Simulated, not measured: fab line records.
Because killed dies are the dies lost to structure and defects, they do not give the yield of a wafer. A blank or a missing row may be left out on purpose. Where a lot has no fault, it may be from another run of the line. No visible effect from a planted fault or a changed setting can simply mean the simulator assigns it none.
fab line records	flow nandHarc
[record] lots = 24	wafers = 72	lastDay = 34
route steps=1302 shown A_STAIRCASE@835 A_SGD_CUT@904
lots that met no fault: from a run of the same line without faults
startH: the number of hours between the record's first day and the start of the first shown wafer of the lot	waitH: hours elapsed since this lot's preceding step	" same as the row above	L1.1+2: one row covering several wafers at once	- no value, or no start was given	* or withheld: withheld	< > ~ a bound
route shown NAME@n: names a module that has steps shown in the file, with the first one's number in the route	usual: the fault-free wafers' mean and standard deviation	same: alike in all rows	chamber/n: place in a boat	sites: readings site by site	_std_site: the standard deviation of these	_edge_site: the outer-site mean with the inner-site mean subtracted	radiusMm: how far each site lies from the wafer's centre	mask NAME#n: copy n	behind: the last tool/chamber to shape the wafer	hold: cause of the lot's hold/its duration in hours/its outcome	device: whichever transistor did not switch (one of n, p or np)	end of line: tests of these same wafers at the route's end	a step without rows: its recipe alone	killed: the dies lost at the first sort to structure and to defects; this is not the yield of the wafer	map: the dies of a wafer, with x for killed, . for not killed, _ for no die there
set.NAME: the run value of the setting; set.NAME@STEP: its run value at that earlier step	model.NAME: the simulator's own value behind a step, which no gauge read
a sample of lots followed through the steps of the route, with each step as a table and each wafer as a row
services: when a tool's chamber went out of use (startH, in hours from the record's first day, below 0 if earlier), for how many hours, and the reason
[[steps]]
[step NHARC_A_STAIRCASE_ETCH_315]
[recipe] targetDepthA = 25000	timeS = 607.1	ionEnergyEv = 800	c4f8FlowSccm = 80	o2FlowSccm = 60	arFlowSccm = withheld	rfW = 600	biasW = 3000	chemistry = C4F8/O2/Ar
[usual] oesProductAu = 0.934/0.0094	rfVppV = 1827/13
lot.wafer	tool	chamber	startH	waitH	oesProductAu	rfHoursCounterH	rfVppV
L074.3	rieDiel-05	3	-	-	0.948	55	1835
L074.5	"	0	"	"	0.946	-	1845
L074.6	"	1	"	"	0.936	-	1813
L075.2	rieDiel-05	1	-	-	0.932	54	1815
L075.1	"	2	"	"	0.915	58	1809
L075.5	"	1	"	"	0.934	-	1814
L076.2	rieDiel-13	3	-	-	0.937	14	1822
L076.5	"	2	"	"	0.942	-	1822
L076.6	"	3	"	"	0.937	-	1822
L077.3	rieDiel-01	3	-	-	0.934	12	1825
L077.2	"	2	"	"	0.944	10	1843
L077.5	"	3	"	"	0.936	-	1824
L078.1	rieDiel-01	0	-	-	0.938	11	1829
L078.5	"	2	"	"	0.951	-	1842
L078.6	"	3	"	"	0.931	-	1823
L079.1	rieDiel-05	0	-	-	0.937	8	1844
L079.5	"	2	"	"	0.926	-	1809
L079.6	"	3	"	"	0.939	-	1835
L081.4	rieDiel-01	1	-	-	0.938	17	1842
L081.3	"	2	"	"	0.941	22	1843
L081.2	"	3	"	"	0.952	25	1823
L080.3	rieDiel-01	1	-	-	0.939	17	1843
L080.2	"	2	"	"	0.934	23	1842
L080.5	"	1	"	"	0.933	-	1841
L082.2	rieDiel-13	3	-	-	0.928	37	1822
L082.4	"	0	"	"	0.919	45	1810
L082.1	"	1	"	"	0.914	46	1818
L084.2	rieDiel-05	2	-	-	0.932	25	1809
L084.1	"	3	"	"	0.937	20	1834
L084.6	"	1	"	"	0.924	-	1813
L083.3	rieDiel-05	1	-	-	0.929	25	1815
L083.1	"	2	"	"	0.930	26	1808
L083.2	"	3	"	"	0.943	21	1833
L085.3	rieDiel-05	1	-	-	0.938	27	1814
L085.2	"	3	"	"	0.943	22	1834
L085.6	"	1	"	"	0.935	-	1812
L086.2	rieDiel-05	2	-	-	0.919	30	1807
L086.1	"	3	"	"	0.945	23	1833
L086.5	"	1	"	"	0.920	-	1813
L087.3	rieDiel-01	1	-	-	0.939	34	1841
L087.1	"	2	"	"	0.939	42	1841
L087.6	"	1	"	"	0.946	-	1841
L089.2	rieDiel-01	3	-	-	0.927	43	1822
L089.5	"	0	"	"	0.931	-	1827
L089.6	"	1	"	"	0.921	-	1841
L088.3	rieDiel-01	3	-	-	0.924	43	1821
L088.2	"	1	"	"	0.922	40	1841
L088.5	"	3	"	"	0.921	-	1822
L091.2	rieDiel-05	1	-	-	0.932	46	1812
L091.4	"	0	"	"	0.937	45	1844
L091.6	"	1	"	"	0.930	-	1812
L090.2	rieDiel-13	1	-	-	0.930	17	1816
L090.6	"	1	"	"	0.939	-	1816
L090.5	"	2	"	"	0.937	-	1822
L092.1	rieDiel-05	0	-	-	0.945	46	1843
L092.4	"	1	"	"	0.928	47	1810
L092.2	"	3	"	"	0.935	43	1832
L094.1	rieDiel-13	0	-	-	0.924	27	1808
L094.4	"	1	"	"	0.930	23	1817
L094.5	"	3	"	"	0.944	-	1818
L095.2	rieDiel-01	1	-	-	0.938	8	1841
L095.6	"	0	"	"	0.932	-	1826
L095.5	"	1	"	"	0.939	-	1841
L093.4	rieDiel-05	3	-	-	0.955	0	1832
L093.1	"	0	"	"	0.957	0	1844
L093.6	"	1	"	"	0.947	-	1813
L096.1	rieDiel-01	1	-	-	0.931	13	1840
L096.3	"	2	"	"	0.931	11	1841
L096.4	"	3	"	"	0.927	8	1821
L097.2	rieDiel-13	0	-	-	0.933	42	1810
L097.1	"	1	"	"	0.932	37	1816
L097.5	"	2	"	"	0.937	-	1821
[step NHARC_A_STAIRCASE_ALD_420]
[recipe] targetThkA = 200	pulseTimeS = 6	aldCycles = 200	tempC = 300	material = SiO2
[usual] heaterPowerW = 472/67	precursorPulseHeightRel = 0.999/0.018
lot.wafer	tool	chamber	startH	waitH	heaterPowerW	precursorPulseHeightRel
L074.3	aldHk-02	1	405.11	-	432	0.993
L074.6	"	3	"	"	449	1.008
L074.5	"	0	"	"	521	1.002
L075.2	aldHk-01	3	411.21	-	408	1.007
L075.1	"	1	"	"	444	1.022
L075.5	"	3	"	"	398	1.010
L076.2	aldHk-01	0	414.29	-	427	1.001
L076.6	"	2	"	"	589	0.992
L076.5	"	3	"	"	414	0.997
L077.3	aldHk-03	2	418.55	-	667	0.982
L077.2	"	3	"	"	459	0.992
L077.5	"	2	"	"	659	0.963
L078.1	aldHk-01	2	421.54	-	598	1.024
L078.5	"	1	"	"	446	1.003
L078.6	"	2	"	"	593	1.018
L079.1	aldHk-01	2	453.30	-	571	1.007
L079.6	"	3	"	"	410	1.010
L079.5	"	0	"	"	435	1.024
L081.3	aldHk-03	0	457.49	-	423	1.003
L081.4	"	1	"	"	440	1.020
L081.2	"	2	"	"	671	1.014
L080.2	aldHk-02	0	457.64	-	521	1.021
L080.3	"	2	"	"	444	0.996
L080.5	"	3	"	"	457	0.995
L082.1	aldHk-02	2	493.91	-	454	0.995
L082.4	"	0	"	"	513	1.003
L082.2	"	1	"	"	423	0.996
L084.1	aldHk-01	3	493.95	-	418	1.002
L084.2	"	1	"	"	454	1.015
L084.6	"	3	"	"	413	1.002
L083.3	aldHk-02	1	497.00	-	428	0.967
L083.2	"	2	"	"	450	1.041
L083.1	"	0	"	"	509	1.000
L085.2	aldHk-03	3	504.11	-	470	0.974
L085.3	"	0	"	"	412	1.016
L085.6	"	3	"	"	462	0.987
L086.1	aldHk-02	3	510.61	-	466	1.018
L086.2	"	0	"	"	513	0.966
L086.5	"	1	"	"	426	0.993
L087.3	aldHk-01	0	530.22	-	418	0.971
L087.1	"	1	"	"	450	0.997
L087.6	"	0	"	"	422	0.982
L089.2	aldHk-01	1	540.02	-	450	0.999
L089.5	"	2	"	"	586	0.991
L089.6	"	3	"	"	414	1.006
L088.2	aldHk-01	3	540.49	-	423	0.967
L088.3	"	0	"	"	421	1.001
L088.5	"	3	"	"	415	0.993
L091.4	aldHk-02	3	575.97	-	446	0.966
L091.2	"	0	"	"	527	1.001
L091.6	"	3	"	"	446	0.994
L092.4	aldHk-02	0	579.57	-	501	0.976
L092.2	"	1	"	"	430	0.993
L092.1	"	2	"	"	420	0.995
L090.2	aldHk-01	3	579.89	-	422	0.970
L090.5	"	1	"	"	469	1.029
L090.6	"	2	"	"	583	1.010
L094.1	aldHk-03	0	593.80	-	400	0.972
L094.4	"	2	"	"	628	1.021
L094.5	"	0	"	"	409	1.004
L095.2	aldHk-01	1	594.43	-	460	0.997
L095.6	"	1	"	"	447	0.955
L095.5	"	2	"	"	568	0.986
L093.1	aldHk-02	0	600.49	-	515	0.991
L093.4	"	1	"	"	446	1.002
L093.6	"	2	"	"	433	1.031
L096.3	aldHk-01	3	616.34	-	430	0.985
L096.4	"	0	"	"	426	0.972
L096.1	"	1	"	"	456	0.984
L097.1	aldHk-02	2	632.08	-	412	1.020
L097.2	"	3	"	"	452	1.001
L097.5	"	1	"	"	450	1.010
[step NHARC_A_STAIRCASE_DEP_471]
[recipe] targetThkA = 1000	tempC = 400	pressureTorr = 6.5	rfW = 900	teosFlowSccm = 161.4	flowSccm = 2650	targetThkNm = 100	gas = O2	material = SiO2
[usual] heaterPowerW = 612/110	throttleValvePct = 15.9/0.42
lot.wafer	tool	chamber	startH	waitH	heaterPowerW	throttleValvePct
L074.3	pecvd-02	2	448.95	-	795	15.5
L074.5	"	0	"	"	685	17.0
L074.6	"	2	"	"	781	15.0
L075.2	pecvd-04	0	449.13	-	705	16.6
L075.1	"	1	"	"	615	15.8
L075.5	"	2	"	"	633	15.9
L076.2	pecvd-03	0	449.15	-	461	15.9
L076.6	"	2	"	"	459	16.0
L076.5	"	0	"	"	459	15.9
L077.2	pecvd-02	1	458.50	-	654	15.5
L077.3	"	2	"	"	775	15.0
L077.5	"	2	"	"	771	15.3
L078.1	pecvd-03	0	460.02	-	390	16.2
L078.5	"	2	"	"	475	16.2
L078.6	"	0	"	"	391	16.1
L080.3	pecvd-04	2	494.47	-	632	15.5
L080.2	"	1	"	"	725	16.0
L080.5	"	2	"	"	640	15.6
L079.1	pecvd-02	2	494.60	-	700	15.6
L079.6	"	0	"	"	691	16.6
L079.5	"	1	"	"	648	15.6
L081.2	pecvd-04	2	497.30	-	547	15.9
L081.3	"	1	"	"	689	15.9
L081.4	"	2	"	"	543	15.6
L082.1	pecvd-04	0	535.92	-	674	15.8
L082.2	"	1	"	"	617	15.8
L082.4	"	0	"	"	679	16.1
L084.1	pecvd-03	0	536.40	-	397	15.8
L084.2	"	1	"	"	617	16.2
L084.6	"	2	"	"	391	16.3
L083.2	pecvd-03	2	537.11	-	453	16.5
L083.1	"	0	"	"	470	16.1
L083.3	"	1	"	"	561	16.3
L085.3	pecvd-02	2	548.68	-	838	15.3
L085.2	"	1	"	"	677	15.7
L085.6	"	0	"	"	702	16.6
L086.2	pecvd-02	1	555.82	-	571	16.0
L086.1	"	2	"	"	746	15.6
L086.5	"	2	"	"	768	15.4
L087.1	pecvd-03	0	572.06	-	513	16.2
L087.3	"	1	"	"	588	16.3
L087.6	"	0	"	"	386	15.9
L088.2	pecvd-02	0	583.89	-	714	16.7
L088.3	"	1	"	"	566	15.9
L088.5	"	0	"	"	699	17.0
L089.2	pecvd-04	0	583.98	-	724	16.2
L089.5	"	0	"	"	710	16.1
L089.6	"	2	"	"	580	15.5
L090.2	pecvd-03	2	615.92	-	476	16.0
L090.6	"	1	"	"	578	16.1
L090.5	"	2	"	"	460	16.2
L092.1	pecvd-04	1	616.88	-	609	15.7
L092.2	"	2	"	"	660	16.0
L092.4	"	0	"	"	648	16.3
L091.2	pecvd-02	2	617.54	-	734	15.1
L091.6	"	1	"	"	576	15.9
L091.4	"	0	"	"	610	15.9
L094.1	pecvd-03	0	633.99	-	454	15.9
L094.4	"	1	"	"	640	16.4
L094.5	"	2	"	"	434	16.0
L095.2	pecvd-02	1	634.12	-	547	15.6
L095.5	"	2	"	"	784	15.1
L095.6	"	0	"	"	595	16.0
L093.1	pecvd-02	1	642.54	-	590	15.7
L093.6	"	1	"	"	590	15.5
L093.4	"	2	"	"	793	15.2
L096.3	pecvd-02	1	658.59	-	585	15.5
L096.1	"	2	"	"	646	15.2
L096.4	"	2	"	"	655	15.2
L097.2	pecvd-04	1	673.71	-	646	15.5
L097.1	"	2	"	"	643	15.8
L097.5	"	1	"	"	652	15.4
[step NHARC_A_SGD_CUT_DESCUM_14]
[recipe] timeS = 3	o2FlowSccm = 200	arFlowSccm = 0	biasPowerW = 0	chemistry = O2
[usual] drypumpMotorCurrentA = 5.7/0.53	oesProductAu = 1.001/0.008	rfVppV = 57.7/0.88	showerheadPlenumPTorr = 1.88/0.087	throttleValvePct = 11.310/0.009
lot.wafer	tool	chamber	startH	waitH	drypumpMotorCurrentA	oesProductAu	rfHoursCounterH	rfVppV	showerheadPlenumPTorr	throttleValvePct
L074.3	rieDiel-06	2	450.40	0.1	5.6	0.988	12	57.2	1.91	11.309
L074.5	"	1	"	"	5.4	0.984	-	59.1	1.77	11.309
L074.6	"	2	"	"	5.6	0.991	-	58.0	1.91	11.314
L076.2	rieDiel-09	3	450.72	0.1	5.6	1.004	7	57.6	1.87	11.314
L076.6	"	2	"	"	4.6	0.995	-	58.2	2.04	11.313
L076.5	"	3	"	"	5.6	1.002	-	58.7	1.87	11.313
L075.2	rieDiel-11	3	450.75	0.1	6.4	1.003	0	58.1	1.92	11.322
L075.1	"	1	"	"	5.9	1.001	0	59.0	1.82	11.310
L075.5	"	2	"	"	5.4	1.004	-	58.3	1.87	11.310
L077.2	rieDiel-09	3	460.13	0.1	5.6	1.001	8	56.9	1.87	11.310
L077.3	"	0	"	"	4.9	1.014	8	58.0	2.00	11.309
L077.5	"	3	"	"	5.6	1.000	-	56.6	1.87	11.318
L078.1	rieDiel-06	3	461.69	0.1	5.5	0.996	13	57.4	1.77	11.304
L078.5	"	1	"	"	5.4	0.987	-	56.2	1.77	11.305
L078.6	"	2	"	"	5.6	1.000	-	57.6	1.91	11.296
L080.3	rieDiel-11	3	496.06	0.1	6.4	1.004	3	58.1	1.92	11.304
L080.2	"	0	"	"	6.6	1.007	3	59.7	2.05	11.312
L080.5	"	0	"	"	6.6	1.006	-	58.9	2.05	11.312
L079.1	rieDiel-06	2	496.26	0.1	5.6	0.997	0	58.6	1.91	11.318
L079.5	"	3	"	"	5.5	0.992	-	57.3	1.77	11.317
L079.6	"	0	"	"	5.1	1.001	-	57.5	1.84	11.312
L081.4	rieDiel-11	0	498.78	0.1	6.6	0.996	3	58.8	2.05	11.317
L081.3	"	1	"	"	5.9	0.997	3	58.0	1.82	11.311
L081.2	"	2	"	"	5.5	0.998	3	58.1	1.87	11.295
L082.1	rieDiel-09	2	537.39	0.1	4.6	1.001	1	57.2	2.03	11.299
L082.2	"	3	"	"	5.7	1.010	1	56.8	1.87	11.312
L082.4	"	1	"	"	5.5	0.991	1	58.2	1.83	11.295
L084.1	rieDiel-06	2	537.97	0.1	5.6	1.010	5	57.3	1.91	11.304
L084.2	"	0	"	"	5.2	0.996	4	57.2	1.84	11.316
L084.6	"	2	"	"	5.6	1.006	-	58.4	1.91	11.329
L083.2	rieDiel-11	1	538.70	0.1	5.9	1.015	5	57.5	1.82	11.314
L083.1	"	2	"	"	5.4	1.010	5	57.6	1.87	11.319
L083.3	"	0	"	"	6.6	1.008	5	58.2	2.04	11.317
L085.2	rieDiel-11	2	550.28	0.1	5.4	1.003	6	58.1	1.87	11.304
L085.3	"	3	"	"	6.4	1.014	6	59.0	1.92	11.319
L085.6	"	1	"	"	5.9	1.006	-	57.3	1.82	11.302
L086.1	rieDiel-06	1	557.42	0.1	5.4	0.997	6	59.3	1.77	11.316
L086.2	"	3	"	"	5.5	0.994	6	58.1	1.77	11.301
L086.5	"	1	"	"	5.4	0.992	-	57.2	1.77	11.300
L087.3	rieDiel-11	1	573.50	0.1	5.9	0.991	7	56.3	1.82	11.311
L087.1	"	3	"	"	6.4	1.005	7	57.7	1.92	11.301
L087.6	"	1	"	"	5.9	1.000	-	59.0	1.82	11.310
L088.2	rieDiel-06	1	585.52	0.1	5.4	0.999	10	56.9	1.77	11.310
L088.3	"	2	"	"	5.6	1.018	9	58.1	1.90	11.305
L088.5	"	0	"	"	5.2	1.004	-	57.0	1.84	11.309
L089.2	rieDiel-11	2	585.68	0.1	5.5	1.003	8	58.2	1.87	11.301
L089.6	"	2	"	"	5.5	1.005	-	57.1	1.87	11.305
L089.5	"	3	"	"	6.4	1.006	-	58.1	1.92	11.310
L090.2	rieDiel-06	3	617.38	0.1	5.5	1.000	10	56.2	1.77	11.317
L090.6	"	1	"	"	5.4	1.005	-	56.0	1.77	11.319
L090.5	"	2	"	"	5.6	1.011	-	58.6	1.90	11.301
L092.4	rieDiel-06	2	618.44	0.1	5.6	1.011	11	57.5	1.90	11.306
L092.2	"	3	"	"	5.5	0.997	11	57.9	1.77	11.336
L092.1	"	0	"	"	5.2	1.013	10	58.1	1.84	11.307
L091.4	rieDiel-11	3	619.12	0.1	6.4	0.996	0	57.8	1.92	11.307
L091.2	"	0	"	"	6.7	1.008	0	58.6	2.04	11.293
L091.6	"	2	"	"	5.5	1.011	-	57.4	1.87	11.291
L094.1	rieDiel-09	3	635.69	0.1	5.7	0.997	5	58.4	1.87	11.311
L094.4	"	1	"	"	5.5	1.003	6	56.9	1.83	11.293
L094.5	"	3	"	"	5.7	1.004	-	57.8	1.87	11.315
L095.2	rieDiel-11	1	635.97	0.1	5.9	0.995	1	58.9	1.82	11.309
L095.6	"	0	"	"	6.6	1.002	-	57.9	2.04	11.310
L095.5	"	1	"	"	5.9	0.997	-	58.6	1.82	11.311
L093.4	rieDiel-11	2	644.11	0.1	5.4	1.011	1	59.2	1.87	11.325
L093.1	"	1	"	"	5.9	0.993	1	57.3	1.82	11.297
L093.6	"	2	"	"	5.4	1.007	-	56.6	1.87	11.305
L096.4	rieDiel-11	1	660.07	0.1	5.9	0.984	3	57.2	1.82	11.291
L096.1	"	2	"	"	5.5	1.000	3	58.0	1.87	11.301
L096.3	"	3	"	"	6.4	0.996	2	59.3	1.92	11.304
L097.2	rieDiel-11	1	675.23	0.1	5.9	0.990	4	56.9	1.82	11.307
L097.1	"	3	"	"	6.5	0.992	3	59.3	1.92	11.300
L097.5	"	0	"	"	6.6	1.003	-	59.2	2.04	11.297
[step NHARC_A_SGD_CUT_ETCH_15]
[recipe] targetDepthA = 750	timeS = 64.3	ch3fFlowSccm = 50	o2FlowSccm = 30	arFlowSccm = 200	rfW = 500	biasW = 100	chemistry = CH3F/O2
[usual] drypumpMotorCurrentA = 5.7/0.53	oesProductAu = 0.958/0.018	rfVppV = 263.2/1.7	showerheadPlenumPTorr = 2.43/0.11	throttleValvePct = 20.663/0.0092
lot.wafer	tool	chamber	startH	waitH	drypumpMotorCurrentA	oesProductAu	rfHoursCounterH	rfVppV	showerheadPlenumPTorr	throttleValvePct
L074.3	rieDiel-06	0	-	-	5.2	0.971	12	263.2	2.37	20.666
L074.5	"	3	"	"	5.5	0.980	-	261.5	2.29	20.666
L074.6	"	0	"	"	5.2	0.959	-	262.4	2.37	20.662
L075.2	rieDiel-11	2	-	-	5.5	0.964	1	263.5	2.41	20.659
L075.1	"	3	"	"	6.4	0.968	1	263.6	2.47	20.660
L075.5	"	1	"	"	5.9	0.980	-	261.8	2.34	20.654
L076.2	rieDiel-09	0	-	-	5.0	0.921	7	265.1	2.57	20.657
L076.6	"	3	"	"	5.7	0.927	-	263.0	2.41	20.654
L076.5	"	0	"	"	5.0	0.933	-	266.5	2.57	20.668
L077.3	rieDiel-09	3	-	-	5.6	0.961	8	263.5	2.40	20.670
L077.2	"	0	"	"	4.9	0.971	8	264.9	2.57	20.661
L077.5	"	0	"	"	4.9	0.965	-	264.0	2.57	20.650
L078.1	rieDiel-06	3	-	-	5.5	0.977	13	261.2	2.29	20.659
L078.5	"	1	"	"	5.4	0.941	-	262.4	2.28	20.655
L078.6	"	2	"	"	5.6	0.951	-	264.6	2.45	20.671
L080.3	rieDiel-11	3	-	-	6.4	0.943	3	263.1	2.47	20.654
L080.2	"	2	"	"	5.5	0.944	3	263.9	2.41	20.661
L080.5	"	0	"	"	6.7	0.942	-	264.5	2.62	20.659
L079.1	rieDiel-06	0	-	-	5.2	0.979	0	264.3	2.37	20.670
L079.6	"	3	"	"	5.5	0.966	-	261.0	2.28	20.650
L079.5	"	0	"	"	5.2	0.972	-	262.3	2.37	20.655
L081.3	rieDiel-11	2	-	-	5.4	0.973	3	262.6	2.41	20.660
L081.2	"	3	"	"	6.4	0.961	3	264.3	2.47	20.667
L081.4	"	0	"	"	6.7	0.962	3	266.0	2.62	20.665
L082.4	rieDiel-09	1	-	-	5.5	0.952	1	263.1	2.35	20.663
L082.2	"	2	"	"	4.6	0.935	2	266.6	2.61	20.665
L082.1	"	3	"	"	5.6	0.946	1	261.6	2.40	20.671
L084.1	rieDiel-06	3	-	-	5.5	0.975	4	262.5	2.28	20.653
L084.2	"	1	"	"	5.4	0.954	5	261.0	2.28	20.673
L084.6	"	3	"	"	5.5	0.970	-	261.6	2.28	20.648
L083.3	rieDiel-11	1	-	-	5.9	0.938	5	260.9	2.34	20.657
L083.1	"	2	"	"	5.4	0.929	5	262.4	2.41	20.665
L083.2	"	3	"	"	6.4	0.941	6	262.8	2.46	20.657
L085.2	rieDiel-11	3	-	-	6.4	0.985	6	263.1	2.46	20.648
L085.3	"	0	"	"	6.7	0.983	6	264.9	2.62	20.650
L085.6	"	2	"	"	5.5	0.963	-	264.8	2.41	20.679
L086.2	rieDiel-06	2	-	-	5.6	0.992	7	263.1	2.45	20.655
L086.1	"	3	"	"	5.5	0.971	6	260.8	2.28	20.648
L086.5	"	1	"	"	5.5	0.962	-	260.5	2.28	20.669
L087.1	rieDiel-11	2	-	-	5.5	0.964	7	262.8	2.41	20.651
L087.3	"	3	"	"	6.4	0.979	7	264.5	2.46	20.675
L087.6	"	2	"	"	5.4	0.954	-	263.6	2.41	20.662
L088.3	rieDiel-06	3	-	-	5.5	0.967	8	260.4	2.28	20.675
L088.2	"	1	"	"	5.4	0.963	10	262.2	2.28	20.644
L088.5	"	3	"	"	5.5	0.974	-	261.7	2.28	20.670
L089.2	rieDiel-11	3	-	-	6.4	0.962	8	265.1	2.46	20.674
L089.5	"	3	"	"	6.4	0.959	-	263.2	2.46	20.661
L089.6	"	0	"	"	6.6	0.971	-	266.4	2.62	20.668
L090.2	rieDiel-06	1	-	-	5.4	0.923	12	262.5	2.28	20.655
L090.5	"	2	"	"	5.6	0.927	-	262.3	2.45	20.676
L090.6	"	3	"	"	5.5	0.912	-	260.5	2.28	20.668
L092.2	rieDiel-06	2	-	-	5.6	0.976	11	263.7	2.45	20.678
L092.4	"	3	"	"	5.5	0.955	11	261.8	2.28	20.653
L092.1	"	1	"	"	5.4	0.984	12	260.3	2.28	20.677
L091.2	rieDiel-11	1	-	-	5.9	0.947	0	262.3	2.34	20.657
L091.4	"	3	"	"	6.4	0.976	0	265.3	2.46	20.666
L091.6	"	1	"	"	5.8	0.956	-	260.8	2.34	20.673
L094.1	rieDiel-09	0	-	-	5.0	0.966	7	264.9	2.57	20.650
L094.4	"	2	"	"	4.6	0.949	7	266.3	2.61	20.649
L094.5	"	3	"	"	5.7	0.955	-	262.2	2.40	20.662
L095.2	rieDiel-11	2	-	-	5.5	0.982	1	262.5	2.41	20.650
L095.5	"	0	"	"	6.6	0.960	-	265.4	2.62	20.674
L095.6	"	1	"	"	5.9	0.949	-	261.2	2.34	20.659
L093.4	rieDiel-11	1	-	-	5.9	0.927	2	262.4	2.34	20.646
L093.1	"	3	"	"	6.4	0.919	1	263.7	2.46	20.668
L093.6	"	0	"	"	6.7	0.939	-	266.1	2.62	20.660
L096.1	rieDiel-11	3	-	-	6.4	0.974	2	262.7	2.46	20.671
L096.4	"	1	"	"	5.9	0.955	3	261.6	2.34	20.660
L096.3	"	2	"	"	5.5	0.973	3	263.0	2.41	20.675
L097.2	rieDiel-11	3	-	-	6.4	0.963	3	263.9	2.46	20.654
L097.1	"	0	"	"	6.6	0.965	4	265.8	2.62	20.649
L097.5	"	3	"	"	6.4	0.976	-	263.7	2.46	20.666
[step NHARC_A_SGD_CUT_THK_MEAS_22]
[recipe] thkMeasGauge = ellipsometry
[usual] thkNm = 148.4/1.4
lot.wafer	tool	chamber	startH	waitH	thkNm
L075.1	filmMetro-02	-	457.61	0.2	148.9
L075.2	"	-	"	"	146.4
L075.5	"	-	"	"	146.9
L076.2	filmMetro-01	-	457.67	0.2	148.0
L076.5	"	-	"	"	148.4
L076.6	"	-	"	"	150.0
L074.3	filmMetro-01	-	457.77	0.2	149.3
L074.5	"	-	"	"	148.1
L074.6	"	-	"	"	149.0
L078.1	filmMetro-02	-	466.45	0.2	148.0
L078.5	"	-	"	"	149.0
L078.6	"	-	"	"	147.6
L077.2	filmMetro-01	-	466.46	0.2	149.2
L077.3	"	-	"	"	149.8
L077.5	"	-	"	"	150.5
L079.1	filmMetro-01	-	502.23	0.2	149.3
L079.5	"	-	"	"	147.9
L079.6	"	-	"	"	149.8
L080.2	filmMetro-02	-	502.23	0.2	148.9
L080.3	"	-	"	"	147.9
L080.5	"	-	"	"	151.7
L081.2	filmMetro-01	-	502.23	0.2	149.4
L081.3	"	-	"	"	149.0
L081.4	"	-	"	"	149.1
L083.1	filmMetro-02	-	544.44	0.2	149.7
L083.2	"	-	"	"	145.3
L083.3	"	-	"	"	147.8
L082.1	filmMetro-01	-	544.44	0.2	149.3
L082.2	"	-	"	"	149.2
L082.4	"	-	"	"	147.1
L084.1	filmMetro-02	-	544.45	0.2	147.8
L084.2	"	-	"	"	149.7
L084.6	"	-	"	"	149.6
L085.2	filmMetro-02	-	556.30	0.2	147.3
L085.3	"	-	"	"	148.3
L085.6	"	-	"	"	147.8
L086.1	filmMetro-02	-	565.68	0.2	148.6
L086.2	"	-	"	"	150.5
L086.5	"	-	"	"	148.8
L087.1	filmMetro-01	-	579.78	0.2	147.6
L087.3	"	-	"	"	147.7
L087.6	"	-	"	"	146.2
L088.2	filmMetro-01	-	592.01	0.2	147.6
L088.3	"	-	"	"	147.6
L088.5	"	-	"	"	146.9
L089.2	filmMetro-02	-	592.02	0.2	146.4
L089.5	"	-	"	"	145.4
L089.6	"	-	"	"	147.0
L092.1	filmMetro-01	-	623.75	0.2	149.5
L092.2	"	-	"	"	147.4
L092.4	"	-	"	"	148.6
L090.2	filmMetro-02	-	623.76	0.2	150.6
L090.5	"	-	"	"	150.1
L090.6	"	-	"	"	148.4
L091.2	filmMetro-02	-	623.90	0.2	148.2
L091.4	"	-	"	"	150.1
L091.6	"	-	"	"	148.4
L094.1	filmMetro-01	-	645.46	0.2	149.2
L094.4	"	-	"	"	148.2
L094.5	"	-	"	"	151.4
L095.2	filmMetro-02	-	645.49	0.2	148.6
L095.5	"	-	"	"	146.6
L095.6	"	-	"	"	148.2
L093.1	filmMetro-01	-	650.13	0.2	146.9
L093.4	"	-	"	"	149.3
L093.6	"	-	"	"	148.6
L096.1	filmMetro-01	-	666.47	0.2	147.8
L096.3	"	-	"	"	146.5
L096.4	"	-	"	"	148.2
L097.1	filmMetro-01	-	683.71	0.2	150.4
L097.2	"	-	"	"	149.1
L097.5	"	-	"	"	149.7
[[services]]
tool	chamber	startH	hours	kind
rieDiel-01	-	380.95	9.0	pm
rieDiel-06	-	396.98	0.8	repair
pecvd-02	-	406.45	1.0	repair
rieDiel-05	-	406.63	9.0	pm
pecvd-02	-	408.01	13.0	pm
aldHk-02	-	420.39	1.9	repair
rieDiel-11	3	426.15	7.3	repair
rieDiel-01	-	431.97	0.4	repair
rieDiel-11	-	432.50	9.0	pm
rieDiel-06	1	440.52	5.6	repair
aldHk-01	-	471.15	0.5	repair
aldHk-01	-	474.99	10.0	pm
pecvd-02	-	477.80	1.5	repair
rieDiel-06	-	484.20	9.0	pm
rieDiel-06	0	500.84	5.2	repair
rieDiel-05	3	519.22	5.4	repair
rieDiel-05	-	583.68	9.0	pm
pecvd-02	-	589.01	13.0	pm
rieDiel-06	2	599.96	11.0	repair
rieDiel-11	1	606.28	1.9	repair
rieDiel-11	-	609.50	9.0	pm
rieDiel-06	-	630.13	11.1	repair
rieDiel-06	-	661.20	9.0	pm
pecvd-02	2	671.90	5.0	repair
[[key]]
fault none
